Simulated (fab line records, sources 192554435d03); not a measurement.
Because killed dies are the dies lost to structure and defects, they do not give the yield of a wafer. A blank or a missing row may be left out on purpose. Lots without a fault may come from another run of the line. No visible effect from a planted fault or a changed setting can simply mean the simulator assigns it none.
What tool caused it?    flow n5Finfet    7 lots, 21 wafers sampled, at 3 steps of a route of 1938

## WHAT THE GAUGES READ, wafer by wafer
N5_WELL_APT_CD_MEAS_08: the cd target is 200 nm.
lot   measured     on        cdNm (nm)
L501  day 1 19:34  cdSem-01  198.9 198.8 196.1
L506  day 3 01:51  cdSem-01  198.4 197.2 197.0
L511  day 4 07:57  cdSem-01  200.8 201.3 200.5
L519  day 6 08:01  cdSem-02  201.8 199.8 202.4
L521  day 6 19:59  cdSem-03  200.5 199.7 199.7
L523  day 7 07:35  cdSem-01  197.7 200.0 198.5

## WHAT TOOL EACH LOT RAN ON (gives the tool, then ch and the chambers of the sampled wafers, and finally the start)
lot   N5_ZERO_LAYER_EXPOSE_08          N5_ZERO_LAYER_STRIP_24
L501  krfScanner-01 ch 0, day 1 18:28  plasmaAsher-01 ch 0,1, day 1 18:53
L506  krfScanner-01 ch 0, day 3 00:38  plasmaAsher-01 ch 0,1, day 3 01:04
L511  krfScanner-01 ch 0, day 4 06:37  plasmaAsher-01 ch 0,1, day 4 07:07
L514  krfScanner-01, day 5 00:28       plasmaAsher-02 ch 0, day 5 00:53
L519  krfScanner-01 ch 0, day 6 06:36  plasmaAsher-01 ch 0,1, day 6 07:13
L521  krfScanner-01 ch 0, day 6 18:28  plasmaAsher-02 ch 0,1, day 6 18:53
L523  krfScanner-02 ch 0, day 7 06:29  plasmaAsher-01 ch 0,1, day 7 06:55
- N5_ZERO_LAYER_EXPOSE_08: exposes mask ZERO, defocus 0 nm, target cd 2000 nm.
- N5_ZERO_LAYER_STRIP_24: strips in O2.

## THE ANSWER, worked out from the rows above alone
Rule: the usual values come from the lots themselves. The widest of any qualifying gaps counts: lots, ordered by their means at a reading, are off when they make up no more than a third of the lots, leave a main group of 4 or more, and stand apart from it by 3 or more times the standard deviation of that group's means. Not used: any main group whose means are identical at the precision the tables above print for the reading. A lot without any number at a reading at which 4 lots or more have one is off too. All remaining lots with rows at the step are treated as sound.
No lot is off at any reading shown: from this, nothing can be told.

## WHAT THE SIMULATOR HAD INSERTED
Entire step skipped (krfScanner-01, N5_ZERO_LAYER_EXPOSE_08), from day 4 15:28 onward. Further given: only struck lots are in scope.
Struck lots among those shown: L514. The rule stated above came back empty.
